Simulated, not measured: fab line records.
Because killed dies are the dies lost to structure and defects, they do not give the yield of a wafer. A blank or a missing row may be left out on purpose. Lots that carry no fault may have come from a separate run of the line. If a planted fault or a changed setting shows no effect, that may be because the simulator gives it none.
Which tool was responsible?    flow n5_finfet    10 lots with 28 wafers sampled at 5 steps, on a route of 1938 steps

## WHAT EACH GAUGE READ, for each wafer
N5_BEOL_M4_RC_MEAS_101. Usual: DIBL_N 36.0 mV/V, standard deviation 1.6; DIBL_P 36.1 mV/V, standard deviation 2; IOFF_N 0.160 nA/um, standard deviation 0.029; IOFF_P 0.21 nA/um, standard deviation 0.039; ION_N 675 uA/um, standard deviation 13; ION_P 464 uA/um, standard deviation 8.8; SS_N 71.5 mV/dec, standard deviation 0.58; SS_P 73.3 mV/dec, standard deviation 0.65; VT_N 250 mV, standard deviation 3.3; VT_P -249 mV, standard deviation 3.6.
lot   measured      on         DIBL_N (mV/V)   DIBL_P (mV/V)   IOFF_N (nA/um)     IOFF_P (nA/um)  ION_N (uA/um)  ION_P (uA/um)  SS_N (mV/dec)   SS_P (mV/dec)   VT_N (mV)    VT_P (mV)       flag
L865  day 8 01:37   prober-01  37.5 36.0       36.4 34.5       0.174 0.149        0.24 0.21       666 667        460 460        71.8 71.1       74.0 72.7       251 251      -248 -250       
L866  day 8 07:10   prober-01  34.1 36.9 33.7  34.5 37.5 33.5  0.128 0.173 0.118  0.17 0.22 0.15  666 693 665    456 473 452    72.0 71.0 71.2  72.5 73.4 72.2  252 248 255  -252 -248 -255  
L873  day 10 04:10  prober-02  35.8 37.9 38.2  35.5 37.8 37.7  0.150 0.186 0.192  0.20 0.24 0.24  677 688 688    467 472 466    71.9 72.2 71.8  73.4 73.6 73.8  249 245 245  -253 -248 -248  
L874  day 10 18:43  prober-02  36.3 36.4 37.7  36.7 37.4 38.8  0.166 0.165 0.180  0.23 0.25 0.26  679 678 672    463 471 458    72.5 72.9 72.1  72.7 73.8 73.5  248 249 248  -246 -243 -247  
L877  day 10 22:27  prober-01  35.6 36.5       34.9 37.6       0.155 0.178        0.22 0.27       652 689        457 474        71.7 71.2       72.7 74.2       250 247      -248 -246       
L879  day 12 01:01  prober-01  37.8 36.3 36.0  37.4 35.7 34.8  0.193 0.152 0.136  0.20 0.18 0.16  694 681 657    463 461 444    71.6 71.6 71.0  74.1 74.1 72.7  245 251 253  -251 -252 -254  
L880  day 12 03:53  prober-02  34.5 35.9 35.9  34.8 37.2 36.8  0.138 0.166 0.171  0.19 0.25 0.23  657 673 682    455 467 470    71.2 71.7 71.7  72.6 73.0 73.5  252 249 246  -250 -246 -249  
L882  day 12 22:20  prober-02  37.0 38.7 38.2  37.9 39.9 40.1  0.177 0.218 0.195  0.24 0.30 0.29  694 711 689    478 482 480    72.3 72.2 72.1  73.2 74.3 73.8  245 244 244  -245 -244 -244  
L883  day 13 09:56  prober-01  34.8 36.2 36.8  34.0 35.5 35.9  0.146 0.154 0.174  0.17 0.20 0.21  687 681 699    463 469 468    70.9 71.5 71.2  72.3 73.7 73.0  247 248 247  -252 -250 -250  
L887  day 13 14:01  prober-01  37.1 37.2 38.8  39.3 38.6 40.2  0.192 0.181 0.234  0.30 0.27 0.31  682 677 687    472 469 468    70.9 72.6 72.1  74.7 73.8 74.1  245 247 244  -242 -246 -242  

## EACH LOT AND THE TOOL THAT RAN IT (in order: tool; ch and the chambers of the sampled wafers; start)
lot   N5_PMOS_HMC_CHANNEL_EPI_HM_DEP_34  N5_PMOS_HMC_CHANNEL_EPI_HM_OPEN_15  N5_PMOS_HMC_CHANNEL_EPI_ETCH_38  N5_FIN_SAQP_DENSIFY_62
L865  pecvd-03 ch 1, day 1 22:46         rie_diel-01 ch 0,2, day 1 23:20     rie_si-06 ch 1,3, day 1 23:42    rtp_anneal-02 ch 0, day 2 02:40
L866  pecvd-03 ch 0,1, day 2 04:50       rie_diel-02 ch 0,1,3, day 2 05:35   rie_si-05 ch 0,3, day 2 05:56    rtp_anneal-02 ch 0, day 2 09:19
L873  pecvd-02 ch 0,2, day 3 23:00       rie_diel-02 ch 2,3, day 3 23:34     rie_si-01 ch 0,1,2, day 4 00:08  rtp_anneal-01 ch 0, day 4 02:54
L874  pecvd-03 ch 0,1,2, day 4 04:43     rie_diel-05 ch 0,3, day 4 05:17     rie_si-01 ch 1,2,3, day 4 05:38  rtp_anneal-02 ch 0, day 4 10:41
L877  pecvd-03 ch 1,2, day 4 23:09       rie_diel-05 ch 1,2, day 4 23:44     rie_si-05 ch 0,1, day 5 00:07    rtp_anneal-01 ch 0, day 5 03:10
L879  pecvd-03 ch 0,1,2, day 5 11:43     rie_diel-02 ch 0,1,2, day 5 12:17   rie_si-01 ch 0,1,2, day 5 12:40  rtp_anneal-02 ch 0, day 5 15:32
L880  pecvd-01 ch 0,1,2, day 5 17:01     rie_diel-05 ch 1,2,3, day 5 17:47   rie_si-01 ch 1,2,3, day 5 18:10  rtp_anneal-01 ch 0, day 5 21:10
L882  pecvd-02 ch 0,1, day 6 05:09       rie_diel-02 ch 2,3, day 6 05:43     rie_si-06 ch 1,2,3, day 6 06:05  rtp_anneal-01 ch 0, day 6 09:07
L883  pecvd-02 ch 0,1,2, day 6 11:30     rie_diel-01 ch 0,1,2, day 6 12:12   rie_si-05 ch 0,2,3, day 6 12:35  rtp_anneal-02 ch 0, day 6 15:25
L887  pecvd-02 ch 1,2, day 7 10:54       rie_diel-02 ch 1,2, day 7 11:21     rie_si-01 ch 0,3, day 7 11:43    rtp_anneal-01 ch 0, day 7 14:28
- N5_PMOS_HMC_CHANNEL_EPI_HM_DEP_34: deposits SiO2 from TEOS/O2, target thk 36 nm, time 6.9 s.
- N5_PMOS_HMC_CHANNEL_EPI_HM_OPEN_15: chemistry CHF3/O2, target SiO2, target depth 40.6 nm, time 20.3 s.
- N5_PMOS_HMC_CHANNEL_EPI_ETCH_38: etches SiO2 in CF4, target depth 1.5 nm.
- N5_FIN_SAQP_DENSIFY_62: time 60 s.

## AS READ BY THE TOOLS THEMSELVES (means over the sampled wafers that have a number; for cases with no such wafer, the mark the record gives instead)
N5_PMOS_HMC_CHANNEL_EPI_HM_DEP_34. Usual: heater_power_w 529 W, standard deviation 87; showerhead_plenum_p_Torr 8.33 Torr, standard deviation 0.04; throttle_valve_pct 18.9 %, standard deviation 0.95.
lot   tool      heater_power_w (W)  showerhead_plenum_p_Torr (Torr)  throttle_valve_pct (%)  flag
L865  pecvd-03  546                 8.40                             19.2                    
L866  pecvd-03  573                 8.35                             19.1                    
L873  pecvd-02  486                 8.35                             17.9                    
L874  pecvd-03  597                 8.36                             18.6                    
L877  pecvd-03  586                 8.38                             18.4                    
L879  pecvd-03  523                 8.35                             18.6                    
L880  pecvd-01  461                 8.32                             19.0                    
L882  pecvd-02  662                 8.29                             19.6                    
L883  pecvd-02  561                 8.30                             18.8                    
L887  pecvd-02  549                 8.26                             19.8                    

N5_PMOS_HMC_CHANNEL_EPI_HM_OPEN_15. Usual: drypump_motor_current_A 5.8 A, standard deviation 0.37; oes_product_au 0.77 a.u., standard deviation 0.068; rf_vpp_V 528 V, standard deviation 11; showerhead_plenum_p_Torr 2.44 Torr, standard deviation 0.086; throttle_valve_pct 18.93 %, standard deviation 0.17.
lot   tool         drypump_motor_current_A (A)  oes_product_au (a.u.)  rf_vpp_V (V)  showerhead_plenum_p_Torr (Torr)  throttle_valve_pct (%)  flag
L865  rie_diel-01  6.0                          0.80                   534           2.42                             19.02                   
L866  rie_diel-02  5.9                          0.75                   524           2.41                             18.81                   
L873  rie_diel-02  5.3                          0.75                   525           2.37                             18.75                   
L874  rie_diel-05  5.7                          0.78                   536           2.52                             18.94                   
L877  rie_diel-05  5.7                          0.73                   520           2.41                             19.12                   
L879  rie_diel-02  5.6                          0.75                   525           2.44                             18.79                   
L880  rie_diel-05  5.6                          0.73                   523           2.44                             19.08                   
L882  rie_diel-02  5.2                          0.74                   525           2.36                             18.80                   
L883  rie_diel-01  6.2                          0.82                   530           2.42                             18.93                   
L887  rie_diel-02  5.8                          0.73                   526           2.46                             18.86                   

N5_PMOS_HMC_CHANNEL_EPI_ETCH_38. Usual: bias_w 400.0 W, standard deviation 1.2; cf4_flow_sccm 79.97 sccm, standard deviation 0.24; drypump_motor_current_A 5.9 A, standard deviation 0.55; oes_product_au 1.000 a.u., standard deviation 0.02; throttle_valve_pct 21.67 %, standard deviation 0.23.
lot   tool       bias_w (W)  cf4_flow_sccm (sccm)  drypump_motor_current_A (A)  oes_product_au (a.u.)  throttle_valve_pct (%)  flag
L865  rie_si-06  400.1       79.91                 5.2                          1.011                  21.76                   
L866  rie_si-05  399.5       79.68                 6.3                          1.020                  21.60                   
L873  rie_si-01  -           -                     -                            -                      -                       OFF
L874  rie_si-01  -           -                     -                            -                      -                       OFF
L877  rie_si-05  399.4       80.09                 6.1                          1.009                  21.48                   
L879  rie_si-01  400.2       79.89                 5.6                          1.000                  21.60                   
L880  rie_si-01  400.3       79.90                 6.0                          0.989                  21.47                   
L882  rie_si-06  399.2       80.15                 5.4                          1.010                  21.82                   
L883  rie_si-05  400.7       80.30                 6.3                          1.000                  21.71                   
L887  rie_si-01  399.3       79.96                 6.2                          1.019                  21.66                   

N5_FIN_SAQP_DENSIFY_62. Usual: lamp_power_pct 9.85 %, standard deviation 0.06; wafer_temp_C_max 703.3, standard deviation 0.63.
lot   tool           lamp_power_pct (%)  wafer_temp_C_max  flag
L865  rtp_anneal-02  9.85                703.8             
L866  rtp_anneal-02  9.85                703.1             
L873  rtp_anneal-01  9.80                702.9             
L874  rtp_anneal-02  9.85                703.7             
L877  rtp_anneal-01  9.85                703.5             
L879  rtp_anneal-02  9.80                703.8             
L880  rtp_anneal-01  9.83                703.7             
L882  rtp_anneal-01  9.82                703.3             
L883  rtp_anneal-02  9.85                703.0             
L887  rtp_anneal-01  9.85                702.7             

## THE ANSWER, worked out from the rows above alone
Rule: lot off if the mean of its wafers having a number is beyond 3 standard deviations from the usual mean. A lot without any number at a reading at which 4 lots or more have one is off too. The other lots that the step has rows for count as sound. Order of review: gauges by route order, followed by the tools' own readings, for which a lot's mean as printed above is used. The first step at which some lot is off is used, and at that step the reading that is off furthest; a lot without a number counts as furthest.
Off at N5_PMOS_HMC_CHANNEL_EPI_ETCH_38 (bias_w): L873, L874. Without a number there: L873, L874.
A tool fits if, at that step or a process step before it, it ran every lot that is off, and no sound lot after the first of them. None of those tried fits.

## WHAT THE SIMULATOR HAD INSERTED
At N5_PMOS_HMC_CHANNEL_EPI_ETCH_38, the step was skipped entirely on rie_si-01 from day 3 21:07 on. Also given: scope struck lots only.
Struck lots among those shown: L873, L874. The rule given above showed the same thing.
